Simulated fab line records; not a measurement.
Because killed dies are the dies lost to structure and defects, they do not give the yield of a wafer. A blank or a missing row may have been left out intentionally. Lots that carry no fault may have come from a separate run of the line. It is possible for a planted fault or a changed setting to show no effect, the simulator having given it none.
fab line records + flow nand_harc
record:
- lots: 13
- wafers: 39
- last_day: 34
route steps=1302 shown P_M2@329 P_BONDPAD@364
lots that met no fault: taken from a fault-free run of the same line
start_h: start of the lot's first displayed wafer, in hours after the record's first day + wait_h: hours from the lot's prior step to this one + " identical to the entry in the row above + L1.1+2: several wafers, shown together as one row + - value missing, or start not given + * or withheld: withheld + < > ~ a bound
route shown NAME@n: a module of which the file shows steps, and the number in the route of the first + usual: mean and standard deviation over wafers with no fault + same: alike in all rows + chamber/n: place in a boat + sites: each site's reading + _std_site: standard deviation of those values + _edge_site: the outer-site mean with the inner-site mean subtracted + radius_mm: for every site, how far away it sits from the centre of the wafer + mask NAME#n: copy n + behind: the last tool/chamber to shape the wafer + hold: reason for holding the lot/hours on hold/outcome of the hold + device: the transistor (n, p or np) that didn't switch + end of line: the route-end tests of the same wafers + a step with no rows: only its recipe + killed: count of dies lost to structure and defects at first sort (not the wafer's yield) + map: a wafer's dies, x killed, . not, _ none there
set.NAME: the setting as run; set.NAME@STEP: as run at that earlier step + model.NAME: the simulator's own value behind a step, which no gauge read
steps of the route over a sample of lots; a table a step, a row a wafer
services: the hour from which a tool's chamber was out of use, counted from the record's first day as start_h (under 0 if before that day), plus the number of hours and why
== steps ==
step: NHARC_P_M2_OVL_MEAS_10
recipe:
- pitch_nm: 340
usual:
- overlay_x_nm: -0.2/0.86
- overlay_y_nm: -0.3/1
| lot.wafer | tool       | chamber | start_h | wait_h | overlay_x_nm | overlay_y_nm |
|-----------|------------|---------|---------|--------|--------------|--------------|
| L436.1    | overlay-01 | -       | 143.29  | -      | -0.8         | -1.6         |
| L436.2    | "          | -       | "       | "      | -1.3         | -1.1         |
| L436.4    | "          | -       | "       | "      | -1.3         | -1.1         |
| L438.1    | overlay-01 | -       | 159.48  | -      | -0.4         | -2.0         |
| L438.5    | "          | -       | "       | "      | -0.2         | -1.5         |
| L438.6    | "          | -       | "       | "      | -0.1         | -1.5         |
| L437.1    | overlay-01 | -       | 161.87  | -      | -0.2         | -1.5         |
| L437.4    | "          | -       | "       | "      | -0.5         | -1.3         |
| L437.5    | "          | -       | "       | "      | -0.1         | -1.4         |
| L440.1    | overlay-01 | -       | 183.74  | -      | 0.0          | -2.3         |
| L440.2    | "          | -       | "       | "      | -0.3         | -2.3         |
| L440.6    | "          | -       | "       | "      | 0.0          | -2.0         |
| L442.3    | overlay-01 | -       | 193.61  | -      | 1.1          | 0.8          |
| L442.4    | "          | -       | "       | "      | 1.5          | -0.6         |
| L442.5    | "          | -       | "       | "      | 1.4          | 0.2          |
| L444.1    | overlay-02 | -       | 215.21  | -      | -1.2         | -0.1         |
| L444.5    | "          | -       | "       | "      | -0.8         | -0.3         |
| L444.6    | "          | -       | "       | "      | -1.8         | 0.0          |
| L448.1    | overlay-02 | -       | 277.01  | -      | -0.5         | -0.6         |
| L448.5    | "          | -       | "       | "      | -0.5         | -0.2         |
| L448.6    | "          | -       | "       | "      | -0.7         | 0.0          |
| L451.2    | overlay-02 | -       | 291.90  | -      | -1.4         | -1.3         |
| L451.4    | "          | -       | "       | "      | -1.2         | -1.0         |
| L451.6    | "          | -       | "       | "      | -1.5         | -1.1         |
| L453.3    | overlay-02 | -       | 307.58  | -      | -1.0         | -0.5         |
| L453.4    | "          | -       | "       | "      | -0.6         | -0.1         |
| L453.5    | "          | -       | "       | "      | -0.7         | -0.1         |
| L454.2    | overlay-01 | -       | 323.91  | -      | -0.1         | 0.2          |
| L454.3    | "          | -       | "       | "      | -0.2         | 0.4          |
| L454.5    | "          | -       | "       | "      | -0.6         | 0.8          |
| L456.1    | overlay-02 | -       | 335.36  | -      | -1.8         | -1.1         |
| L456.2    | "          | -       | "       | "      | -1.9         | -0.9         |
| L456.3    | "          | -       | "       | "      | -1.4         | -1.1         |
| L457.1    | overlay-02 | -       | 348.28  | -      | -0.1         | -1.5         |
| L457.2    | "          | -       | "       | "      | 0.2          | -1.3         |
| L457.5    | "          | -       | "       | "      | -0.2         | -1.9         |
| L458.2    | overlay-01 | -       | 362.06  | -      | -0.1         | 1.4          |
| L458.4    | "          | -       | "       | "      | 0.6          | 1.8          |
| L458.6    | "          | -       | "       | "      | 0.5          | 1.9          |
step: NHARC_P_M2_CMP_23
recipe:
- t_overpolish_s: 20
- target_thk_nm: 144.3
usual:
- motor_current_A: 11.7/0.98
- pad_life_wafers: 177/97
- time_to_endpoint_s: 29.7/2.3
| lot.wafer | tool   | chamber | start_h | wait_h | motor_current_A | pad_life_wafers | time_to_endpoint_s |
|-----------|--------|---------|---------|--------|-----------------|-----------------|--------------------|
| L436.4    | cmp-04 | 0       | 145.98  | -      | 12.1            | 132             | 29.9               |
| L436.2    | "      | 2       | "       | "      | 11.5            | 134             | 26.4               |
| L436.1    | "      | 3       | "       | "      | 11.4            | 135             | 31.8               |
| L438.1    | cmp-02 | 3       | 161.77  | -      | 13.9            | 49              | 31.8               |
| L438.5    | "      | 2       | "       | "      | 10.2            | -               | 29.5               |
| L438.6    | "      | 3       | "       | "      | 13.1            | -               | 32.0               |
| L437.4    | cmp-02 | 0       | 164.21  | -      | 11.6            | 62              | 26.1               |
| L437.1    | "      | 1       | "       | "      | 11.9            | 63              | 25.5               |
| L437.5    | "      | 3       | "       | "      | 13.8            | -               | 28.0               |
| L440.1    | cmp-02 | 3       | 185.99  | -      | 14.0            | 120             | 31.7               |
| L440.2    | "      | 2       | "       | "      | 10.6            | 123             | 28.8               |
| L440.6    | "      | 3       | "       | "      | 13.7            | -               | 30.1               |
| L442.4    | cmp-03 | 1       | 195.88  | -      | 11.0            | 103             | 32.4               |
| L442.3    | "      | 2       | "       | "      | 11.2            | 104             | 34.1               |
| L442.5    | "      | 0       | "       | "      | 12.3            | -               | 29.0               |
| L444.1    | cmp-03 | 1       | 217.61  | -      | 11.4            | 224             | 32.7               |
| L444.5    | "      | 3       | "       | "      | 11.0            | -               | 28.8               |
| L444.6    | "      | 0       | "       | "      | 11.9            | -               | 27.3               |
| L448.1    | cmp-03 | 3       | 279.28  | -      | 11.1            | 74              | 32.3               |
| L448.5    | "      | 1       | "       | "      | 11.0            | -               | 37.1               |
| L448.6    | "      | 2       | "       | "      | 10.8            | -               | 35.2               |
| L451.4    | cmp-02 | 1       | 294.16  | -      | 12.0            | 192             | 29.4               |
| L451.2    | "      | 3       | "       | "      | 13.4            | 194             | 30.4               |
| L451.6    | "      | 2       | "       | "      | 10.5            | -               | 27.1               |
| L453.3    | cmp-02 | 0       | 309.89  | -      | 11.1            | 247             | 30.2               |
| L453.4    | "      | 2       | "       | "      | 10.6            | 249             | 26.7               |
| L453.5    | "      | 0       | "       | "      | 10.6            | -               | 30.4               |
| L454.3    | cmp-04 | 3       | 326.12  | -      | 11.6            | 84              | 31.4               |
| L454.2    | "      | 0       | "       | "      | 11.9            | 85              | 27.1               |
| L454.5    | "      | 3       | "       | "      | 10.9            | -               | 31.3               |
| L456.1    | cmp-03 | 1       | 337.86  | -      | 11.5            | 330             | 33.6               |
| L456.2    | "      | 3       | "       | "      | 11.1            | 332             | 30.4               |
| L456.3    | "      | 0       | "       | "      | 12.3            | 333             | 30.9               |
| L457.1    | cmp-03 | 2       | 351.07  | -      | 10.7            | 348             | 29.0               |
| L457.2    | "      | 1       | "       | "      | 11.2            | 351             | 27.2               |
| L457.5    | "      | 2       | "       | "      | 10.4            | -               | 31.9               |
| L458.4    | cmp-04 | 1       | 364.39  | -      | 12.7            | 248             | 29.8               |
| L458.2    | "      | 2       | "       | "      | 11.7            | 249             | 26.4               |
| L458.6    | "      | 0       | "       | "      | 12.2            | -               | 27.8               |
step: NHARC_P_M2_THK_MEAS_24
recipe:
- thk_meas_gauge: xrf
usual:
- thk_nm: 144.5/1.2
| lot.wafer | tool          | chamber | start_h | wait_h | thk_nm |
|-----------|---------------|---------|---------|--------|--------|
| L436.1    | film_metro-01 | -       | 146.29  | -      | 143.7  |
| L436.2    | "             | -       | "       | "      | 142.9  |
| L436.4    | "             | -       | "       | "      | 144.5  |
| L438.1    | film_metro-02 | -       | 162.05  | -      | 143.8  |
| L438.5    | "             | -       | "       | "      | 144.5  |
| L438.6    | "             | -       | "       | "      | 143.4  |
| L437.1    | film_metro-01 | -       | 164.46  | -      | 143.3  |
| L437.4    | "             | -       | "       | "      | 144.0  |
| L437.5    | "             | -       | "       | "      | 143.5  |
| L440.1    | film_metro-01 | -       | 186.30  | -      | 145.1  |
| L440.2    | "             | -       | "       | "      | 144.4  |
| L440.6    | "             | -       | "       | "      | 145.1  |
| L442.3    | film_metro-01 | -       | 196.17  | -      | 145.4  |
| L442.4    | "             | -       | "       | "      | 145.6  |
| L442.5    | "             | -       | "       | "      | 143.0  |
| L444.1    | film_metro-01 | -       | 217.87  | -      | 145.0  |
| L444.5    | "             | -       | "       | "      | 143.5  |
| L444.6    | "             | -       | "       | "      | 144.5  |
| L448.1    | film_metro-01 | -       | 279.53  | -      | 144.7  |
| L448.5    | "             | -       | "       | "      | 150.5  |
| L448.6    | "             | -       | "       | "      | 147.9  |
| L451.2    | film_metro-02 | -       | 294.47  | -      | 145.4  |
| L451.4    | "             | -       | "       | "      | 145.8  |
| L451.6    | "             | -       | "       | "      | 144.3  |
| L453.3    | film_metro-02 | -       | 310.18  | -      | 144.5  |
| L453.4    | "             | -       | "       | "      | 144.5  |
| L453.5    | "             | -       | "       | "      | 141.2  |
| L454.2    | film_metro-02 | -       | 326.43  | -      | 144.8  |
| L454.3    | "             | -       | "       | "      | 144.8  |
| L454.5    | "             | -       | "       | "      | 146.5  |
| L456.1    | film_metro-01 | -       | 338.18  | -      | 144.3  |
| L456.2    | "             | -       | "       | "      | 143.4  |
| L456.3    | "             | -       | "       | "      | 140.9  |
| L457.1    | film_metro-01 | -       | 351.38  | -      | 146.6  |
| L457.2    | "             | -       | "       | "      | 146.4  |
| L457.5    | "             | -       | "       | "      | 143.9  |
| L458.2    | film_metro-01 | -       | 364.65  | -      | 145.0  |
| L458.4    | "             | -       | "       | "      | 143.4  |
| L458.6    | "             | -       | "       | "      | 143.6  |
step: NHARC_P_M2_INSPECT_27
usual:
- raw_defect_count: 314/100
| lot.wafer | tool              | chamber | start_h | wait_h | raw_defect_count |
|-----------|-------------------|---------|---------|--------|------------------|
| L436.1    | defect_inspect-02 | -       | 146.45  | 0.0    | 260              |
| L436.2    | "                 | -       | "       | "      | 176              |
| L436.4    | "                 | -       | "       | "      | 336              |
| L438.1    | defect_inspect-02 | -       | 162.21  | 0.0    | 211              |
| L438.5    | "                 | -       | "       | "      | 241              |
| L438.6    | "                 | -       | "       | "      | 232              |
| L437.1    | defect_inspect-01 | -       | 164.65  | 0.0    | 494              |
| L437.4    | "                 | -       | "       | "      | 350              |
| L437.5    | "                 | -       | "       | "      | 393              |
| L440.1    | defect_inspect-02 | -       | 186.46  | 0.0    | 415              |
| L440.2    | "                 | -       | "       | "      | 536              |
| L440.6    | "                 | -       | "       | "      | 324              |
| L442.3    | defect_inspect-02 | -       | 196.32  | 0.0    | 271              |
| L442.4    | "                 | -       | "       | "      | 244              |
| L442.5    | "                 | -       | "       | "      | 335              |
| L444.1    | defect_inspect-01 | -       | 218.03  | 0.0    | 304              |
| L444.5    | "                 | -       | "       | "      | 234              |
| L444.6    | "                 | -       | "       | "      | 300              |
| L448.1    | defect_inspect-02 | -       | 279.69  | 0.0    | 528              |
| L448.5    | "                 | -       | "       | "      | 4476             |
| L448.6    | "                 | -       | "       | "      | 339              |
| L451.2    | defect_inspect-02 | -       | 294.63  | 0.0    | 244              |
| L451.4    | "                 | -       | "       | "      | 307              |
| L451.6    | "                 | -       | "       | "      | 354              |
| L453.3    | defect_inspect-02 | -       | 310.33  | 0.0    | 235              |
| L453.4    | "                 | -       | "       | "      | 169              |
| L453.5    | "                 | -       | "       | "      | 267              |
| L454.2    | defect_inspect-02 | -       | 326.59  | 0.0    | 170              |
| L454.3    | "                 | -       | "       | "      | 237              |
| L454.5    | "                 | -       | "       | "      | 199              |
| L456.1    | defect_inspect-02 | -       | 338.34  | 0.0    | 598              |
| L456.2    | "                 | -       | "       | "      | 686              |
| L456.3    | "                 | -       | "       | "      | 355              |
| L457.1    | defect_inspect-02 | -       | 351.54  | 0.0    | 310              |
| L457.2    | "                 | -       | "       | "      | 117              |
| L457.5    | "                 | -       | "       | "      | 272              |
| L458.2    | defect_inspect-02 | -       | 364.81  | 0.0    | 326              |
| L458.4    | "                 | -       | "       | "      | 466              |
| L458.6    | "                 | -       | "       | "      | 423              |
step: NHARC_P_BONDPAD_CD_MEAS_09
recipe:
- target_cd_nm: 500
- landing_energy_ev: 500
usual:
- cd_nm: 499.5/1.5
| lot.wafer | tool      | chamber | start_h | wait_h | cd_nm |
|-----------|-----------|---------|---------|--------|-------|
| L436.1    | cd_sem-03 | 0       | 148.43  | -      | 498.9 |
| L436.2    | "         | 0       | "       | "      | 498.1 |
| L436.4    | "         | 0       | "       | "      | 496.7 |
| L438.1    | cd_sem-01 | 0       | 164.13  | -      | 496.1 |
| L438.5    | "         | 0       | "       | "      | 499.1 |
| L438.6    | "         | 0       | "       | "      | 497.8 |
| L437.1    | cd_sem-01 | 0       | 166.30  | -      | 500.6 |
| L437.4    | "         | 0       | "       | "      | 498.8 |
| L437.5    | "         | 0       | "       | "      | 499.5 |
| L440.1    | cd_sem-02 | 0       | 188.13  | -      | 502.3 |
| L440.2    | "         | 0       | "       | "      | 502.1 |
| L440.6    | "         | 0       | "       | "      | 500.9 |
| L442.3    | cd_sem-03 | 0       | 198.17  | -      | 502.0 |
| L442.4    | "         | 0       | "       | "      | 500.3 |
| L442.5    | "         | 0       | "       | "      | 501.9 |
| L444.1    | cd_sem-03 | 0       | 219.81  | -      | 499.2 |
| L444.5    | "         | 0       | "       | "      | 499.0 |
| L444.6    | "         | 0       | "       | "      | 498.7 |
| L448.1    | cd_sem-02 | 0       | 281.45  | -      | 501.1 |
| L448.6    | "         | 0       | "       | "      | 501.0 |
| L451.2    | cd_sem-02 | 0       | 296.41  | -      | 498.4 |
| L451.4    | "         | 0       | "       | "      | 499.6 |
| L451.6    | "         | 0       | "       | "      | 499.1 |
| L453.3    | cd_sem-02 | 0       | 312.13  | -      | 499.4 |
| L453.4    | "         | 0       | "       | "      | 499.4 |
| L453.5    | "         | 0       | "       | "      | 499.3 |
| L454.2    | cd_sem-02 | 0       | 328.49  | -      | 498.7 |
| L454.3    | "         | 0       | "       | "      | 498.9 |
| L454.5    | "         | 0       | "       | "      | 498.4 |
| L456.1    | cd_sem-03 | 0       | 340.13  | -      | 499.6 |
| L456.2    | "         | 0       | "       | "      | 499.3 |
| L456.3    | "         | 0       | "       | "      | 501.6 |
| L457.1    | cd_sem-03 | 0       | 353.19  | -      | 500.5 |
| L457.2    | "         | 0       | "       | "      | 502.2 |
| L457.5    | "         | 0       | "       | "      | 500.6 |
| L458.2    | cd_sem-01 | 0       | 366.63  | -      | 501.4 |
| L458.4    | "         | 0       | "       | "      | 500.5 |
| L458.6    | "         | 0       | "       | "      | 500.3 |
step: NHARC_P_BONDPAD_ETCH_37
recipe:
- target_depth_a: 600
- overetch_a: 180
- time_s: 65.91
- ion_energy_ev: 200
- n2_flow_sccm: 150
- h2_flow_sccm: 150
- ar_flow_sccm: 0
- rf_w: 400
- bias_w: 150
- chemistry: N2/H2
usual:
- bias_w: 150.0/0.43
- drypump_motor_current_A: 5.7/0.49
- oes_product_au: 0.998/0.0072
- rf_vpp_V: 430.1/2.3
- showerhead_plenum_p_Torr: 2.02/0.074
- throttle_valve_pct: 14.172/0.0093
| lot.wafer | tool        | chamber | start_h | wait_h | bias_w | drypump_motor_current_A | oes_product_au | rf_hours_counter_h | rf_vpp_V | showerhead_plenum_p_Torr | throttle_valve_pct |
|-----------|-------------|---------|---------|--------|--------|-------------------------|----------------|--------------------|----------|--------------------------|--------------------|
| L436.4    | rie_diel-01 | 0       | 148.72  | 0.1    | 149.4  | 5.5                     | 0.988          | 7.5                | 430.2    | 1.96                     | 14.164             |
| L436.2    | "           | 1       | "       | "      | 150.0  | 5.8                     | 1.011          | 7.4                | 431.9    | 2.11                     | 14.183             |
| L436.1    | "           | 3       | "       | "      | 150.5  | 6.5                     | 0.993          | 5.9                | 430.0    | 2.02                     | 14.187             |
| L438.1    | rie_diel-01 | 3       | 164.44  | 0.1    | 149.8  | 6.5                     | 0.983          | 6.5                | 429.3    | 2.02                     | 14.173             |
| L438.5    | "           | 1       | "       | "      | 149.8  | 5.8                     | 1.004          | -                  | 430.6    | 2.11                     | 14.174             |
| L438.6    | "           | 2       | "       | "      | 149.6  | 5.2                     | 0.999          | -                  | 428.1    | 1.95                     | 14.172             |
| L437.4    | rie_diel-01 | 0       | 166.61  | 0.1    | 150.6  | 5.4                     | 0.988          | 8.3                | 427.8    | 1.96                     | 14.173             |
| L437.1    | "           | 1       | "       | "      | 150.0  | 5.8                     | 0.999          | 8.2                | 432.9    | 2.11                     | 14.177             |
| L437.5    | "           | 1       | "       | "      | 149.5  | 5.8                     | 0.999          | -                  | 433.5    | 2.11                     | 14.180             |
| L440.2    | rie_diel-07 | 3       | 188.43  | 0.1    | 150.1  | 5.8                     | 1.000          | 4.4                | 434.0    | 2.14                     | 14.177             |
| L440.1    | "           | 2       | "       | "      | 150.7  | 5.0                     | 1.001          | 3.4                | 431.6    | 2.04                     | 14.168             |
| L440.6    | "           | 0       | "       | "      | 150.0  | 6.4                     | 0.996          | -                  | 428.1    | 1.93                     | 14.182             |
| L442.4    | rie_diel-02 | 2       | 198.47  | 0.1    | 150.5  | 5.2                     | 0.994          | 3.9                | 430.5    | 2.02                     | 14.183             |
| L442.3    | "           | 3       | "       | "      | 149.2  | 5.8                     | 1.002          | 4.9                | 428.9    | 2.01                     | 14.180             |
| L442.5    | "           | 0       | "       | "      | 150.2  | 6.3                     | 1.002          | -                  | 429.5    | 1.99                     | 14.151             |
| L444.1    | rie_diel-07 | 0       | 220.11  | 0.1    | 150.0  | 6.4                     | 0.987          | 6.5                | 426.8    | 1.93                     | 14.179             |
| L444.6    | "           | 0       | "       | "      | 149.4  | 6.3                     | 0.992          | -                  | 427.5    | 1.93                     | 14.164             |
| L444.5    | "           | 1       | "       | "      | 150.8  | 6.1                     | 0.990          | -                  | 428.6    | 1.99                     | 14.167             |
| L448.1    | rie_diel-01 | 0       | 281.77  | 0.1    | 149.1  | 5.5                     | 0.996          | 4.1                | 428.8    | 1.96                     | 14.177             |
| L448.6    | "           | 2       | "       | "      | 150.3  | 5.2                     | 1.001          | -                  | 426.6    | 1.95                     | 14.175             |
| L451.4    | rie_diel-01 | 1       | 296.70  | 0.1    | 150.5  | 5.8                     | 1.001          | 6.0                | 431.5    | 2.11                     | 14.172             |
| L451.2    | "           | 3       | "       | "      | 150.3  | 6.5                     | 1.011          | 3.2                | 431.0    | 2.02                     | 14.176             |
| L451.6    | "           | 1       | "       | "      | 150.2  | 5.8                     | 1.004          | -                  | 432.0    | 2.10                     | 14.175             |
| L453.4    | rie_diel-01 | 2       | 312.42  | 0.1    | 150.8  | 5.2                     | 1.003          | 5.8                | 426.4    | 1.95                     | 14.150             |
| L453.3    | "           | 3       | "       | "      | 149.7  | 6.5                     | 1.004          | 3.6                | 430.3    | 2.02                     | 14.171             |
| L453.5    | "           | 2       | "       | "      | 150.3  | 5.2                     | 1.010          | -                  | 428.3    | 1.94                     | 14.180             |
| L454.3    | rie_diel-01 | 2       | 328.79  | 0.1    | 149.8  | 5.2                     | 1.004          | 6.7                | 427.1    | 1.95                     | 14.166             |
| L454.2    | "           | 3       | "       | "      | 149.9  | 6.5                     | 0.996          | 4.5                | 429.8    | 2.02                     | 14.148             |
| L454.5    | "           | 2       | "       | "      | 149.6  | 5.2                     | 1.003          | -                  | 427.9    | 1.94                     | 14.165             |
| L456.3    | rie_diel-02 | 1       | 340.43  | 0.1    | 149.4  | 5.1                     | 0.995          | 3.8                | 435.5    | 2.18                     | 14.161             |
| L456.2    | "           | 2       | "       | "      | 149.5  | 5.2                     | 0.992          | 3.1                | 430.6    | 2.02                     | 14.165             |
| L456.1    | "           | 3       | "       | "      | 150.2  | 5.8                     | 0.997          | 3.5                | 429.8    | 2.00                     | 14.167             |
| L457.1    | rie_diel-02 | 2       | 353.50  | 0.1    | 149.5  | 5.3                     | 0.990          | 3.2                | 430.2    | 2.01                     | 14.182             |
| L457.2    | "           | 3       | "       | "      | 149.8  | 5.9                     | 0.999          | 3.6                | 428.5    | 2.00                     | 14.175             |
| L457.5    | "           | 2       | "       | "      | 150.2  | 5.2                     | 1.003          | -                  | 428.5    | 2.01                     | 14.183             |
| L458.2    | rie_diel-07 | 0       | 366.92  | 0.1    | 150.1  | 6.4                     | 0.990          | 3.6                | 426.9    | 1.93                     | 14.161             |
| L458.4    | "           | 2       | "       | "      | 150.2  | 5.0                     | 0.985          | 2.5                | 430.8    | 2.04                     | 14.174             |
| L458.6    | "           | 0       | "       | "      | 149.5  | 6.4                     | 0.987          | -                  | 426.9    | 1.93                     | 14.174             |
== services ==
| tool        | chamber | start_h | hours | kind   |
|-------------|---------|---------|-------|--------|
| rie_diel-02 | -       | 133.96  | 1.0   | repair |
| cmp-02      | -       | 134.50  | 4.0   | pm     |
| cmp-02      | -       | 142.34  | 5.7   | repair |
| cmp-03      | -       | 149.93  | 1.3   | repair |
| cmp-03      | -       | 162.00  | 4.0   | pm     |
| cmp-03      | -       | 188.47  | 2.5   | repair |
| cmp-02      | -       | 199.99  | 13.0  | repair |
| rie_diel-01 | -       | 203.80  | 9.0   | pm     |
| rie_diel-01 | 3       | 214.29  | 14.6  | repair |
| rie_diel-01 | 2       | 224.78  | 8.7   | repair |
| cmp-02      | -       | 232.50  | 4.0   | pm     |
| cmp-03      | -       | 242.59  | 0.6   | repair |
| rie_diel-01 | 3       | 245.67  | 2.4   | repair |
| cmp-03      | -       | 260.00  | 4.0   | pm     |
| cmp-03      | -       | 287.13  | 1.1   | repair |
| cmp-02      | -       | 310.13  | 0.5   | repair |
| rie_diel-01 | -       | 310.72  | 1.1   | repair |
| cmp-02      | -       | 324.33  | 2.4   | repair |
| cmp-02      | -       | 330.50  | 4.0   | pm     |
| cmp-03      | -       | 333.09  | 2.1   | repair |
| cmp-02      | -       | 339.13  | 1.5   | repair |
| cmp-03      | -       | 344.50  | 5.7   | repair |
| cmp-02      | -       | 356.38  | 6.5   | repair |
| cmp-03      | -       | 358.00  | 4.0   | pm     |
== key ==
first_sign:
- step: NHARC_P_M2_THK_MEAS_24
- reading: thk_nm
- direction: up
- sigmas: 4.8
- usual: 144.5
- struck: 150.5
effect:
- step: NHARC_P_M2_INSPECT_27
- reading: raw_defect_count
- direction: up
- sigmas: 40
- usual: 314
- struck: 4476
met_at NHARC_P_M2_CMP_23
struck_lots L448
struck_wafers L448.5
later_rows_left_out L448.5
sort_left_out L448.5
not_acting_at NHARC_P_M2_OVL_MEAS_10,NHARC_P_BONDPAD_CD_MEAS_09,NHARC_P_BONDPAD_ETCH_37
onset_between 217.61 279.28
fault:
- kind: process_parameter_drift
- tool: cmp-03
- chamber: 1
- onset_h: 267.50
- steps: NHARC_P_M2_CMP_23
- channel: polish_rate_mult
- offset: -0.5
- shape: step
- end_h: 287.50
sort_left_out: the simulated sort isn't trusted on such a fault, so these wafers' sort isn't shown, and their yield isn't known
later_rows_left_out: the simulator's readings of these wafers behind a module that went badly wrong aren't trusted and aren't shown, but for the sort
